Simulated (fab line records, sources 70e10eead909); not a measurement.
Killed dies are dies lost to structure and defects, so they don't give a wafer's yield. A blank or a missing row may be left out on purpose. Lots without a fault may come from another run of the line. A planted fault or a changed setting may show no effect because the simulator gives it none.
Which tool did it? | flow nand_harc | 15 lots, 43 wafers sampled, at 5 steps of a route of 1302

WHAT THE GAUGES READ, wafer by wafer
NHARC_A_BLC_INSPECT_28.
lot  | measured     | on                | raw_defect_count
L817 | day 24 10:37 | defect_inspect-01 | 371 365 398
L820 | day 25 10:59 | defect_inspect-01 | 584 466 517
L821 | day 26 08:55 | defect_inspect-02 | 507 661 492
L823 | day 27 02:00 | defect_inspect-01 | 371 622 575
L824 | day 27 05:29 | defect_inspect-01 | 6558 6595 6578
L825 | day 27 16:30 | defect_inspect-01 | 6677 6500
L826 | day 28 12:47 | defect_inspect-01 | 6670 6753
L829 | day 29 01:51 | defect_inspect-02 | 431 412 598
L830 | day 29 23:17 | defect_inspect-01 | 564 447 488
L833 | day 30 14:52 | defect_inspect-02 | 364 425 559
L831 | day 30 17:10 | defect_inspect-02 | 530 545 449
L832 | day 30 20:30 | defect_inspect-01 | 689 604 847
L834 | day 30 21:44 | defect_inspect-02 | 513 554 775
L836 | day 32 13:39 | defect_inspect-01 | 463 615 830
L837 | day 32 14:14 | defect_inspect-01 | 386 502 417

WHICH TOOL RAN EACH LOT (tool, then ch and the chambers of the sampled wafers, then the start)
lot  | NHARC_A_CONTACT_CVD_19                   | NHARC_A_CONTACT_CMP_20        | NHARC_A_BLC_CVD_24                       | NHARC_A_BLC_CMP_25
L817 | cvd_w-02 ch 0,1, day 24 06:32 or earlier | cmp-02 ch 2,3, day 24 06:32   | cvd_w-01 ch 0,1, day 24 10:15 or earlier | cmp-01 ch 0,1,3, day 24 10:15
L820 | cvd_w-01 ch 0,1, day 25 07:01 or earlier | cmp-01 ch 1,2,3, day 25 07:01 | cvd_w-02 ch 0,1, day 25 10:35 or earlier | cmp-03 ch 2,3, day 25 10:35
L821 | cvd_w-01 ch 1, day 26 04:53 or earlier   | cmp-02 ch 0,1, day 26 04:53   | cvd_w-02 ch 0,1, day 26 08:34 or earlier | cmp-03 ch 0,1,2, day 26 08:34
L823 | cvd_w-01 ch 0,1, day 26 22:02 or earlier | cmp-04 ch 1,2,3, day 26 22:02 | cvd_w-02 ch 0,1, day 27 01:40 or earlier | cmp-03 ch 1,2,3, day 27 01:40
L824 | cvd_w-01 ch 0,1, day 27 01:28 or earlier | cmp-01 ch 1,2,3, day 27 01:28 | cvd_w-01 ch 0,1, day 27 05:05 or earlier | cmp-03 ch 0,1,2, day 27 05:05
L825 | cvd_w-01 ch 0, day 27 12:37 or earlier   | cmp-01 ch 1,2, day 27 12:37   | cvd_w-01 ch 0,1, day 27 16:10 or earlier | cmp-03 ch 1,3, day 27 16:10
L826 | cvd_w-01 ch 1, day 28 08:52 or earlier   | cmp-02 ch 3, day 28 08:52     | cvd_w-02 ch 1, day 28 12:28 or earlier   | cmp-01 ch 0,1, day 28 12:28
L829 | cvd_w-02 ch 0,1, day 28 21:56 or earlier | cmp-04 ch 0,1,2, day 28 21:56 | cvd_w-02 ch 0,1, day 29 01:26 or earlier | cmp-01 ch 0,1,2, day 29 01:26
L830 | cvd_w-02 ch 0,1, day 29 19:24 or earlier | cmp-04 ch 1,2,3, day 29 19:24 | cvd_w-01 ch 0,1, day 29 22:55 or earlier | cmp-01 ch 0,1,2, day 29 22:55
L833 | cvd_w-01 ch 0,1, day 30 10:52 or earlier | cmp-02 ch 0,2, day 30 10:52   | cvd_w-02 ch 0,1, day 30 14:28 or earlier | cmp-01 ch 1,2,3, day 30 14:28
L831 | cvd_w-02 ch 0,1, day 30 13:10 or earlier | cmp-01 ch 0,1, day 30 13:10   | cvd_w-02 ch 0,1, day 30 16:50 or earlier | cmp-01 ch 0,2,3, day 30 16:50
L832 | cvd_w-01 ch 0,1, day 30 16:30 or earlier | cmp-04 ch 0,1,2, day 30 16:30 | cvd_w-01 ch 0,1, day 30 20:06 or earlier | cmp-01 ch 1,2,3, day 30 20:06
L834 | cvd_w-01 ch 0,1, day 30 17:49 or earlier | cmp-04 ch 0,2,3, day 30 17:49 | cvd_w-02 ch 0,1, day 30 21:23 or earlier | cmp-02 ch 0,1,2, day 30 21:23
L836 | cvd_w-01 ch 0,1, day 32 09:45 or earlier | cmp-04 ch 0,1,2, day 32 09:45 | cvd_w-02 ch 0,1, day 32 13:16 or earlier | cmp-01 ch 1,2,3, day 32 13:16
L837 | cvd_w-02 ch 1, day 32 10:10 or earlier   | cmp-01 ch 1,2, day 32 10:10   | cvd_w-01 ch 0,1, day 32 13:49 or earlier | cmp-03 ch 1,3, day 32 13:49
- NHARC_A_CONTACT_CVD_19: deposits W, target thk 300 nm, time 802 s.
- NHARC_A_CONTACT_CMP_20: polishes, t overpolish 30 s, target thk 300 nm.
- NHARC_A_BLC_CVD_24: deposits W, target thk 150 nm, time 434 s.
- NHARC_A_BLC_CMP_25: polishes, t overpolish 30 s, target thk 150 nm.

WHAT THE TOOLS THEMSELVES READ (means of the sampled wafers that have a number; where no wafer has one, the mark that the record gives instead)
NHARC_A_CONTACT_CVD_19.
lot  | tool     | chamber_pressure_Torr (Torr) | heater_power_w (W) | mfc_ar_sccm (sccm) | mfc_h2_sccm (sccm) | throttle_valve_pct (%)
L817 | cvd_w-02 | 39.88                        | 540                | 1560               | 1601               | 8.0
L820 | cvd_w-01 | 40.08                        | 410                | 1559               | 1603               | 7.8
L821 | cvd_w-01 | 39.92                        | 506                | 1562               | 1598               | 8.7
L823 | cvd_w-01 | 40.08                        | 459                | 1561               | 1599               | 8.4
L824 | cvd_w-01 | 40.00                        | 467                | 1556               | 1600               | 8.3
L825 | cvd_w-01 | 39.88                        | 374                | 1556               | 1602               | 7.8
L826 | cvd_w-01 | 40.05                        | 509                | 1563               | 1603               | 8.7
L829 | cvd_w-02 | 40.00                        | 490                | 1561               | 1596               | 8.2
L830 | cvd_w-02 | 39.99                        | 511                | 1564               | 1599               | 8.0
L833 | cvd_w-01 | 39.90                        | 460                | 1556               | 1595               | 8.3
L831 | cvd_w-02 | 40.07                        | 500                | 1561               | 1597               | 8.0
L832 | cvd_w-01 | 39.98                        | 460                | 1565               | 1601               | 8.4
L834 | cvd_w-01 | 40.05                        | 416                | 1560               | 1604               | 7.9
L836 | cvd_w-01 | 39.92                        | 471                | 1558               | 1601               | 8.3
L837 | cvd_w-02 | 40.01                        | 526                | 1556               | 1603               | 8.0

NHARC_A_CONTACT_CMP_20.
lot  | tool   | edge_zone_pressure_frac | motor_current_A (A) | overpolish_run_s (s) | slurry_flow_ml_min | time_to_endpoint_s (s)
L817 | cmp-02 | 0.997                   | 11.1                | 30.003               | 150.3              | 61.8
L820 | cmp-01 | 0.999                   | 11.6                | 30.003               | 150.2              | 56.0
L821 | cmp-02 | 1.003                   | 12.1                | 30.000               | 150.4              | 60.2
L823 | cmp-04 | 1.001                   | 11.7                | 30.007               | 150.2              | 61.4
L824 | cmp-01 | 0.996                   | 12.1                | 30.006               | 149.6              | 58.3
L825 | cmp-01 | 0.995                   | 11.9                | 30.012               | 150.2              | 59.2
L826 | cmp-02 | 0.992                   | 13.1                | 30.005               | 149.4              | 56.5
L829 | cmp-04 | 1.001                   | 11.9                | 30.002               | 150.1              | 56.2
L830 | cmp-04 | 1.002                   | 12.0                | 30.003               | 149.8              | 56.7
L833 | cmp-02 | 1.000                   | 10.6                | 29.993               | 150.2              | 59.1
L831 | cmp-01 | 0.995                   | 13.3                | 29.998               | 150.6              | 58.2
L832 | cmp-04 | 0.999                   | 12.0                | 30.007               | 150.1              | 56.1
L834 | cmp-04 | 0.999                   | 10.8                | 30.010               | 149.7              | 56.5
L836 | cmp-04 | 0.999                   | 11.4                | 30.003               | 150.1              | 59.1
L837 | cmp-01 | 0.999                   | 11.7                | 29.997               | 150.3              | 57.4

NHARC_A_BLC_CVD_24.
lot  | tool     | chamber_pressure_Torr (Torr) | heater_power_w (W) | mfc_ar_sccm (sccm) | mfc_h2_sccm (sccm) | throttle_valve_pct (%)
L817 | cvd_w-01 | 39.98                        | 457                | 1566               | 1602               | 8.3
L820 | cvd_w-02 | 40.02                        | 527                | 1562               | 1598               | 8.1
L821 | cvd_w-02 | 39.97                        | 525                | 1553               | 1597               | 8.4
L823 | cvd_w-02 | 39.96                        | 528                | 1560               | 1602               | 8.3
L824 | cvd_w-01 | 39.97                        | 465                | 1559               | 1599               | 8.2
L825 | cvd_w-01 | 39.95                        | 446                | 1560               | 1598               | 8.2
L826 | cvd_w-02 | 39.96                        | 536                | 1560               | 1595               | 7.8
L829 | cvd_w-02 | 39.97                        | 500                | 1562               | 1606               | 8.0
L830 | cvd_w-01 | 39.98                        | 419                | 1560               | 1599               | 7.9
L833 | cvd_w-02 | 40.05                        | 501                | 1561               | 1601               | 8.1
L831 | cvd_w-02 | 39.89                        | 502                | 1562               | 1604               | 8.1
L832 | cvd_w-01 | 39.93                        | 465                | 1558               | 1603               | 8.1
L834 | cvd_w-02 | 39.98                        | 517                | 1559               | 1598               | 7.8
L836 | cvd_w-02 | 40.05                        | 501                | 1559               | 1601               | 8.0
L837 | cvd_w-01 | 40.01                        | 427                | 1559               | 1600               | 7.9

NHARC_A_BLC_CMP_25.
lot  | tool   | edge_zone_pressure_frac | motor_current_A (A) | overpolish_run_s (s) | slurry_flow_ml_min | time_to_endpoint_s (s)
L817 | cmp-01 | 1.004                   | 12.9                | 29.994               | 150.2              | 29.4
L820 | cmp-03 | 1.001                   | 12.1                | 30.004               | 150.1              | 28.5
L821 | cmp-03 | 0.996                   | 13.5                | 30.003               | 149.8              | 27.5
L823 | cmp-03 | 1.002                   | 11.7                | 30.001               | 149.9              | 25.8
L824 | cmp-03 | -                       | -                   | -                    | -                  | -
L825 | cmp-03 | -                       | -                   | -                    | -                  | -
L826 | cmp-01 | -                       | -                   | -                    | -                  | -
L829 | cmp-01 | 1.002                   | 12.1                | 30.009               | 150.4              | 28.8
L830 | cmp-01 | 1.003                   | 12.2                | 30.010               | 149.6              | 29.6
L833 | cmp-01 | 1.001                   | 11.7                | 29.990               | 150.0              | 24.9
L831 | cmp-01 | 0.999                   | 12.0                | 30.005               | 149.7              | 26.5
L832 | cmp-01 | 0.997                   | 12.0                | 29.993               | 149.8              | 27.9
L834 | cmp-02 | 0.998                   | 11.4                | 30.003               | 149.7              | 30.0
L836 | cmp-01 | 1.000                   | 12.1                | 30.007               | 150.0              | 29.5
L837 | cmp-03 | 0.996                   | 11.7                | 29.995               | 150.5              | 26.7

THE ANSWER, worked out from the rows above alone
Rule: what is usual is taken from the lots themselves. Put in order of their means at a reading, lots are off if they are a third of the lots or fewer, leave a main group of 4 or more, and stand apart from it by a gap of 3 or more times the standard deviation of the main group's means; of several such gaps the widest counts. A main group whose means are all the same, to the digits that the tables above print for the reading, isn't used. A lot without any number at a reading at which 4 lots or more have one is off too. The other lots that the step has rows for count as sound. The gauges are gone through in route order, then the tools' own readings, and for those a lot's mean is taken as printed above. The first step at which some lot is off is used, and at that step the reading that is off furthest; a lot without a number counts as furthest.
Off: L824, L825, L826, at NHARC_A_BLC_INSPECT_28 (raw_defect_count). The main group: mean 526, standard deviation 89.
A tool fits if, at a process step before that reading, it ran every lot that is off, and no sound lot after the first of them. The gauges at NHARC_A_BLC_INSPECT_28 aren't tried: what is off there is off at NHARC_A_BLC_CMP_25 too, on other tools, and a gauge's error can't cause that. NHARC_A_CONTACT_CVD_19 gives no start for some lots, so the hours and the order of its lots are those of NHARC_A_CONTACT_CMP_20. NHARC_A_BLC_CVD_24 gives no start for some lots, so the hours and the order of its lots are those of NHARC_A_BLC_CMP_25. None of those tried fits.

WHAT THE SIMULATOR HAD PUT IN
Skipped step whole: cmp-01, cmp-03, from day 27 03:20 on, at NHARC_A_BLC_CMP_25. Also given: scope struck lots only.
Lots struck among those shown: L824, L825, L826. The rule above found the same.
